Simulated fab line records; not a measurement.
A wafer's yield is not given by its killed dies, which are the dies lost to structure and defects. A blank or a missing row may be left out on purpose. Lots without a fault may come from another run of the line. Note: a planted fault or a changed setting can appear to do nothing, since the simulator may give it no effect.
fab line records    flow n5Finfet    part 2 of 2: steps 5 to 6 of 6
record lots=22  wafers=66  lastDay=18
route steps=1938 shown BEOL_M9@1405
lots that met no fault: from a run of the same line without faults
startH: hours from the record's opening day to when the first of the lot's shown wafers began    waitH: how many hours have passed since the lot's step before this one    " as in the row above    L1.1+2: one row covering several wafers at once    - either no value or no given start    * or withheld: withheld    < > ~ a bound
route shown NAME@n: names a module that has steps shown in the file, with the first one's number in the route    usual: the fault-free wafers' mean and standard deviation    same: alike in all rows    chamber/n: place in a boat    sites: the reading at each site    _std_site: their standard deviation    _edge_site: the outer-site mean with the inner-site mean subtracted    radiusMm: how far each site lies from the wafer's centre    mask NAME#n: copy n    behind: the most recent tool/chamber to have shaped the wafer    hold: what put the lot on hold/how long, in hours/how the hold closed    device: whichever transistor did not switch (one of n, p or np)    end of line: tests of these same wafers at the route's end    step lacking rows: just its recipe    killed: dies lost to structure and defects at the first sort, not the wafer's yield    map: per-die view of a wafer (x killed, . not killed, _ where there is no die)
set.NAME: setting as actually run; set.NAME@STEP: the setting as run at that earlier step    model.NAME: the simulator's own value behind a step, which no gauge read
steps of the route over a sample of lots; a table a step, a row a wafer
services: the hour from which a tool's chamber was out of use, counted from the record's first day as startH (under 0 if before that day), plus the number of hours and why
## steps
# step N5_BEOL_M9_TRENCH_ETCH_37
# recipe chemistry=C4F6/O2  targetDepthA=1514.3  target=SiCOH_lowk  timeS=49  ionEnergyEv=250  pressureMtorr=30  sourceW=345  biasW=185  Ar_flow_sccm=300  C4F6_flow_sccm=10  O2_flow_sccm=10
# usual drypumpMotorCurrentA=5.8/0.53  oesProductAu=0.80/0.1  rfVppV=672/7.2  showerheadPlenumPTorr=2.90/0.083  throttleValvePct=20.96/0.27
# same timeS=49
lot.wafer  tool        chamber  startH  waitH  drypumpMotorCurrentA  oesProductAu  rfHoursCounterH  rfVppV  showerheadPlenumPTorr  throttleValvePct
L074.1     rieDiel-02  3        -       -      6.2                   0.69          234              671     2.92                   20.89
L074.3     "           1        "       "      6.3                   0.81          73               673     2.88                   20.54
L074.4     "           0        "       "      5.2                   0.70          237              673     2.92                   20.94
L075.1     rieDiel-03  1        -       -      5.4                   0.74          191              670     2.83                   21.38
L075.4     "           2        "       "      6.0                   0.96          16               668     2.94                   21.11
L075.6     "           1        "       "      5.3                   0.73          -                670     2.83                   21.36
L077.3     rieDiel-02  0        -       -      5.2                   0.68          243              672     2.92                   20.93
L077.5     "           0        "       "      5.2                   0.69          -                672     2.92                   20.95
L077.6     "           3        "       "      6.2                   0.67          -                670     2.92                   20.91
L076.4     rieDiel-03  2        -       -      6.0                   0.94          23               667     2.94                   21.13
L076.5     "           2        "       "      5.9                   0.94          -                668     2.94                   21.13
L076.6     "           3        "       "      4.9                   0.71          -                682     2.99                   21.27
L078.1     rieDiel-05  2        -       -      6.6                   0.73          178              667     2.82                   20.86
L078.2     "           3        "       "      5.8                   0.69          190              671     2.95                   21.28
L078.3     "           1        "       "      5.3                   0.95          9                693     2.92                   20.86
L079.2     rieDiel-02  1        -       -      6.3                   0.79          89               673     2.87                   20.58
L079.4     "           2        "       "      5.9                   0.92          -                666     3.07                   20.74
L079.5     "           3        "       "      6.3                   0.66          -                669     2.92                   20.90
L080.1     rieDiel-03  3        -       -      4.8                   0.72          203              682     2.99                   21.29
L080.4     "           1        "       "      5.3                   0.73          208              670     2.83                   21.37
L080.5     "           2        "       "      6.0                   0.92          -                668     2.94                   21.13
L081.1     rieDiel-02  3        -       -      6.2                   0.66          256              670     2.91                   20.92
L081.2     "           2        "       "      5.9                   0.90          14               667     3.07                   20.74
L081.6     "           3        "       "      6.2                   0.66          -                669     2.91                   20.92
L084.1     rieDiel-03  3        -       -      4.8                   0.71          207              682     2.99                   21.30
L084.2     "           2        "       "      6.0                   0.92          36               667     2.93                   21.14
L084.5     "           2        "       "      6.0                   0.91          -                669     2.93                   21.13
L083.3     rieDiel-02  1        -       -      6.3                   0.78          99               673     2.87                   20.58
L083.5     "           0        "       "      5.2                   0.99          -                673     2.91                   20.73
L083.6     "           2        "       "      5.9                   0.88          -                666     3.06                   20.73
L086.3     rieDiel-05  2        -       -      6.6                   0.72          189              665     2.82                   20.87
L086.4     "           0        "       "      6.6                   0.72          186              680     2.76                   20.86
L086.6     "           0        "       "      6.6                   0.71          -                679     2.76                   20.87
L085.2     rieDiel-03  3        -       -      4.8                   0.70          209              683     2.99                   21.28
L085.4     "           0        "       "      5.9                   0.89          47               664     2.79                   21.09
L085.6     "           3        "       "      4.8                   0.71          -                683     2.99                   21.29
L087.2     rieDiel-05  0        -       -      6.6                   0.73          189              680     2.76                   20.88
L087.4     "           2        "       "      6.6                   0.72          193              666     2.81                   20.88
L087.6     "           3        "       "      5.8                   0.68          -                671     2.94                   21.31
L090.2     rieDiel-02  1        -       -      6.3                   0.77          105              675     2.87                   20.60
L090.3     "           2        "       "      5.9                   0.88          25               667     3.06                   20.76
L090.5     "           0        "       "      5.2                   0.94          -                672     2.91                   20.73
L089.1     rieDiel-02  1        -       -      6.3                   0.77          108              675     2.87                   20.57
L089.3     "           0        "       "      5.2                   0.93          14               672     2.91                   20.74
L089.6     "           1        "       "      6.3                   0.76          -                675     2.87                   20.58
L091.3     rieDiel-02  2        -       -      5.9                   0.87          30               668     3.06                   20.76
L091.4     "           0        "       "      5.2                   0.92          16               672     2.91                   20.75
L091.6     "           0        "       "      5.2                   0.92          -                673     2.91                   20.75
L092.2     rieDiel-05  2        -       -      6.6                   0.71          200              666     2.81                   20.88
L092.3     "           0        "       "      6.6                   0.71          196              679     2.76                   20.88
L092.5     "           2        "       "      6.6                   0.71          -                666     2.81                   20.89
L093.2     rieDiel-03  1        -       -      5.4                   0.72          225              669     2.82                   21.41
L093.5     "           2        "       "      6.0                   0.88          -                667     2.93                   21.17
L093.6     "           3        "       "      4.8                   0.69          -                682     2.98                   21.32
L094.2     rieDiel-02  3        -       -      6.3                   0.97          9                668     2.91                   20.48
L094.4     "           2        "       "      5.9                   0.86          36               667     3.06                   20.79
L094.5     "           3        "       "      6.3                   0.96          -                669     2.91                   20.49
L095.1     rieDiel-05  3        -       -      5.8                   0.67          220              672     2.93                   21.32
L095.2     "           0        "       "      6.6                   0.71          205              680     2.76                   20.87
L095.3     "           1        "       "      5.3                   0.88          41               692     2.90                   20.91
L096.3     rieDiel-03  2        -       -      6.0                   0.86          60               667     2.92                   21.17
L096.5     "           3        "       "      4.8                   0.69          -                682     2.98                   21.33
L096.6     "           0        "       "      6.0                   0.87          -                663     2.78                   21.11
L097.1     rieDiel-02  0        -       -      5.2                   0.90          30               671     2.90                   20.76
L097.3     "           3        "       "      6.3                   0.95          16               670     2.90                   20.50
L097.4     "           2        "       "      5.9                   0.85          41               664     3.05                   20.79
# step N5_BEOL_M9_CURE_72
# recipe tempC=370  timeS=120  ambient=DMADMS/He  material=SiCOH_lowk
# usual lampPowerPct=52.31/0.054  wafer_temp_C_max=371.7/0.58
# same timeS=120
lot.wafer  tool       chamber  startH  waitH  lampPowerPct  wafer_temp_C_max
L074.1     uvCure-02  0        208.96  0.0    52.38         371.1
L074.3     "          0        "       "      52.22         371.3
L074.4     "          0        "       "      52.32         371.8
L075.1     uvCure-02  2        219.97  0.0    52.30         371.3
L075.4     "          2        "       "      52.40         371.7
L075.6     "          2        "       "      52.28         371.4
L077.3     uvCure-02  0        226.46  0.1    52.35         371.5
L077.5     "          0        "       "      52.37         371.5
L077.6     "          0        "       "      52.31         371.3
L076.4     uvCure-03  1        245.47  0.2    52.27         370.9
L076.5     "          1        "       "      52.31         371.1
L076.6     "          1        "       "      52.40         370.8
L078.1     uvCure-03  0        252.40  0.0    52.32         371.7
L078.2     "          0        "       "      52.27         370.8
L078.3     "          0        "       "      52.27         371.3
L079.2     uvCure-03  2        261.59  0.1    52.28         371.6
L079.4     "          2        "       "      52.40         371.6
L079.5     "          2        "       "      52.25         371.4
L080.1     uvCure-01  0        274.86  0.0    52.36         371.6
L080.4     "          0        "       "      52.27         371.9
L080.5     "          0        "       "      52.30         371.8
L081.1     uvCure-01  2        277.70  0.0    52.26         371.6
L081.2     "          2        "       "      52.42         372.6
L081.6     "          2        "       "      52.29         371.9
L084.1     uvCure-01  0        288.31  0.0    52.29         371.2
L084.2     "          0        "       "      52.41         371.7
L084.5     "          0        "       "      52.35         370.8
L083.3     uvCure-01  2        288.71  0.2    52.33         372.3
L083.5     "          2        "       "      52.30         372.0
L083.6     "          2        "       "      52.32         371.5
L086.3     uvCure-02  2        292.93  0.3    52.30         371.8
L086.4     "          2        "       "      52.20         371.7
L086.6     "          2        "       "      52.36         371.9
L085.2     uvCure-01  0        293.27  0.1    52.28         372.1
L085.4     "          0        "       "      52.39         371.8
L085.6     "          0        "       "      52.28         371.7
L087.2     uvCure-03  0        306.57  0.1    52.41         371.8
L087.4     "          0        "       "      52.37         371.6
L087.6     "          0        "       "      52.38         372.5
L090.2     uvCure-01  2        310.56  0.1    52.36         372.1
L090.3     "          2        "       "      52.33         372.9
L090.5     "          2        "       "      52.23         372.0
L089.1     uvCure-01  1        318.66  0.0    52.26         371.5
L089.3     "          1        "       "      52.27         371.6
L089.6     "          1        "       "      52.32         371.8
L091.3     uvCure-02  1        329.01  0.1    52.31         374.1
L091.4     "          1        "       "      52.29         372.8
L091.6     "          1        "       "      52.24         373.3
L092.2     uvCure-01  0        330.87  0.1    52.26         371.8
L092.3     "          0        "       "      52.28         371.7
L092.5     "          0        "       "      52.26         371.6
L093.2     uvCure-02  0        340.27  0.1    52.26         371.2
L093.5     "          0        "       "      52.37         371.0
L093.6     "          0        "       "      52.30         371.0
L094.2     uvCure-03  2        344.49  0.1    52.30         371.2
L094.4     "          2        "       "      52.35         371.1
L094.5     "          2        "       "      52.36         371.8
L095.1     uvCure-01  0        355.84  0.0    52.31         371.1
L095.2     "          0        "       "      52.27         371.2
L095.3     "          0        "       "      52.31         372.1
L096.3     uvCure-03  2        362.49  0.1    52.38         372.0
L096.5     "          2        "       "      52.25         371.1
L096.6     "          2        "       "      52.27         371.1
L097.1     uvCure-01  2        365.60  0.0    52.36         371.6
L097.3     "          2        "       "      52.34         371.6
L097.4     "          2        "       "      52.43         371.9
## services
tool           chamber  startH  hours  kind
rieDiel-02     2        214.60  -      clean
rieDiel-02     2        214.60  -      consumableReplace:focusRing
rieDiel-02     2        214.60  -      consumableReplace:showerhead
rieDiel-02     2        214.60  22.7   scheduledDown
rieDiel-02     2        214.60  22.7   ventCycle
uvCure-01      -        216.86  22.2   pm
uvCure-03      -        224.65  0.2    repair
uvCure-02      -        230.55  2.1    pm
rieDiel-02     0        254.63  -      clean
rieDiel-02     0        254.63  -      consumableReplace:focusRing
rieDiel-02     0        254.63  32.4   scheduledDown
rieDiel-02     0        254.63  32.4   ventCycle
uvCure-01      -        258.43  9.2    repair
rieDiel-02     3        287.04  -      clean
rieDiel-02     3        287.04  -      consumableReplace:focusRing
rieDiel-02     3        287.04  29.0   scheduledDown
rieDiel-02     3        287.04  29.0   ventCycle
rieDiel-03     1        298.81  7.3    repair
uvCure-01      -        301.40  2.1    pm
uvCure-01      -        320.21  6.0    pm
rieDiel-02     1        322.00  2.0    repair
rieDiel-03     -        350.66  0.5    repair
pvdSputter-01  -        350.73  6.6    repair
uvCure-02      -        356.11  1.1    repair
